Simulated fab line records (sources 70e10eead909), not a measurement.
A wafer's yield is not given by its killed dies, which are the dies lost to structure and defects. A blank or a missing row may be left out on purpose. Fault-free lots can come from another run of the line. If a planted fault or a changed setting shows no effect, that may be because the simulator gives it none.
Chamber matching || flow nand_harc || NHARC_A_CONTACT_ETCH_110 on rie_diel-08: 4 sister chambers
The step etches the open film in CF4/O2, target depth 60 nm, overetch 6 nm, time 33 s. 18 wafers are shown with their chamber, then 9 later ones without.

## EACH WAFER AND ITS CHAMBER
{"wafer": "L955.4", "chamber": 2, "drypump_motor_current_A (A)": 6.0, "showerhead_plenum_p_Torr (Torr)": 1.31, "run_length_s (s)": 54.1}
{"wafer": "L955.5", "chamber": 0, "drypump_motor_current_A (A)": 5.9, "showerhead_plenum_p_Torr (Torr)": 1.30, "run_length_s (s)": 54.6}
{"wafer": "L955.6", "chamber": 3, "drypump_motor_current_A (A)": 6.1, "showerhead_plenum_p_Torr (Torr)": 1.29, "run_length_s (s)": 54.1}
{"wafer": "L954.3", "chamber": 2, "drypump_motor_current_A (A)": 6.0, "showerhead_plenum_p_Torr (Torr)": 1.31, "run_length_s (s)": 54.3}
{"wafer": "L954.5", "chamber": 2, "drypump_motor_current_A (A)": 6.0, "showerhead_plenum_p_Torr (Torr)": 1.31, "run_length_s (s)": 54.8}
{"wafer": "L954.6", "chamber": 3, "drypump_motor_current_A (A)": 6.2, "showerhead_plenum_p_Torr (Torr)": 1.29, "run_length_s (s)": 54.1}
{"wafer": "L956.1", "chamber": 3, "drypump_motor_current_A (A)": 6.1, "showerhead_plenum_p_Torr (Torr)": 1.29, "run_length_s (s)": 54.1}
{"wafer": "L956.2", "chamber": 0, "drypump_motor_current_A (A)": 5.9, "showerhead_plenum_p_Torr (Torr)": 1.30, "run_length_s (s)": 54.6}
{"wafer": "L956.3", "chamber": 2, "drypump_motor_current_A (A)": 6.0, "showerhead_plenum_p_Torr (Torr)": 1.31, "run_length_s (s)": 54.7}
{"wafer": "L960.1", "chamber": 2, "drypump_motor_current_A (A)": 6.0, "showerhead_plenum_p_Torr (Torr)": 1.31, "run_length_s (s)": 54.2}
{"wafer": "L960.3", "chamber": 0, "drypump_motor_current_A (A)": 5.8, "showerhead_plenum_p_Torr (Torr)": 1.29, "run_length_s (s)": 54.5}
{"wafer": "L960.5", "chamber": 3, "drypump_motor_current_A (A)": 6.1, "showerhead_plenum_p_Torr (Torr)": 1.28, "run_length_s (s)": 54.6}
{"wafer": "L961.1", "chamber": 2, "drypump_motor_current_A (A)": 6.0, "showerhead_plenum_p_Torr (Torr)": 1.31, "run_length_s (s)": 54.2}
{"wafer": "L961.4", "chamber": 3, "drypump_motor_current_A (A)": 6.2, "showerhead_plenum_p_Torr (Torr)": 1.28, "run_length_s (s)": 54.4}
{"wafer": "L961.5", "chamber": 2, "drypump_motor_current_A (A)": 6.0, "showerhead_plenum_p_Torr (Torr)": 1.30, "run_length_s (s)": 54.3}
{"wafer": "L963.2", "chamber": 2, "drypump_motor_current_A (A)": 6.0, "showerhead_plenum_p_Torr (Torr)": 1.30, "run_length_s (s)": 54.5}
{"wafer": "L963.5", "chamber": 0, "drypump_motor_current_A (A)": 5.9, "showerhead_plenum_p_Torr (Torr)": 1.29, "run_length_s (s)": 54.5}
{"wafer": "L963.6", "chamber": 1, "drypump_motor_current_A (A)": 5.8, "showerhead_plenum_p_Torr (Torr)": 1.29, "run_length_s (s)": 54.0}

SIGNATURES, as means of the wafers listed above
{"reading": "drypump_motor_current_A", "chamber 0": 5.875, "chamber 1": 5.800, "chamber 2": 6.000, "chamber 3": 6.140, "scatter within a chamber": 0.0373}
{"reading": "showerhead_plenum_p_Torr", "chamber 0": 1.2950, "chamber 1": 1.2900, "chamber 2": 1.3075, "chamber 3": 1.2860, "scatter within a chamber": 0.00514}
{"reading": "run_length_s", "chamber 0": 54.550, "chamber 1": 54.000, "chamber 2": 54.388, "chamber 3": 54.260, "scatter within a chamber": 0.219}
Rule: a wafer's distance from a chamber is the root of the sum, over the readings, of the square of ((its reading less the chamber's mean) divided by the reading's scatter). The wafer belongs to the nearest chamber; if the next one is less than 2 further off, it can't be placed. The scatter: the root of (the sum of the squares of (reading less its chamber's mean) over the shown wafers, divided by (wafers less chambers)).

## WAFERS WHOSE CHAMBER IS MISSING
{"wafer": "L964.1", "drypump_motor_current_A (A)": 6.0, "showerhead_plenum_p_Torr (Torr)": 1.30, "run_length_s (s)": 54.2}
{"wafer": "L964.2", "drypump_motor_current_A (A)": 5.8, "showerhead_plenum_p_Torr (Torr)": 1.29, "run_length_s (s)": 54.3}
{"wafer": "L964.4", "drypump_motor_current_A (A)": 6.1, "showerhead_plenum_p_Torr (Torr)": 1.28, "run_length_s (s)": 53.8}
{"wafer": "L966.1", "drypump_motor_current_A (A)": 6.0, "showerhead_plenum_p_Torr (Torr)": 1.30, "run_length_s (s)": 54.3}
{"wafer": "L966.4", "drypump_motor_current_A (A)": 6.2, "showerhead_plenum_p_Torr (Torr)": 1.28, "run_length_s (s)": 53.8}
{"wafer": "L966.6", "drypump_motor_current_A (A)": 5.8, "showerhead_plenum_p_Torr (Torr)": 1.29, "run_length_s (s)": 54.1}
{"wafer": "L973.2", "drypump_motor_current_A (A)": 5.9, "showerhead_plenum_p_Torr (Torr)": 1.29, "run_length_s (s)": 54.2}
{"wafer": "L974.1", "drypump_motor_current_A (A)": 5.8, "showerhead_plenum_p_Torr (Torr)": 1.29, "run_length_s (s)": 54.3}
{"wafer": "L974.6", "drypump_motor_current_A (A)": 5.8, "showerhead_plenum_p_Torr (Torr)": 1.29, "run_length_s (s)": 54.3}

## CHAMBER TAKEN BY EACH
{"wafer": "L964.1", "from the rows above": 2, "in truth": 2}
{"wafer": "L964.2", "from the rows above": "can't be placed: 1 or 0", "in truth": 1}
{"wafer": "L964.4", "from the rows above": 3, "in truth": 3}
{"wafer": "L966.1", "from the rows above": 2, "in truth": 2}
{"wafer": "L966.4", "from the rows above": 3, "in truth": 3}
{"wafer": "L966.6", "from the rows above": 1, "in truth": 1}
{"wafer": "L973.2", "from the rows above": "can't be placed: 0 or 1", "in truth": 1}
{"wafer": "L974.1", "from the rows above": "can't be placed: 1 or 0", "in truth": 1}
{"wafer": "L974.6", "from the rows above": "can't be placed: 1 or 0", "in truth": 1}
Correctly placed: 5 of 9. These rows do not allow placing 4 (true chamber among the candidates in 4). 0 placed wrongly.
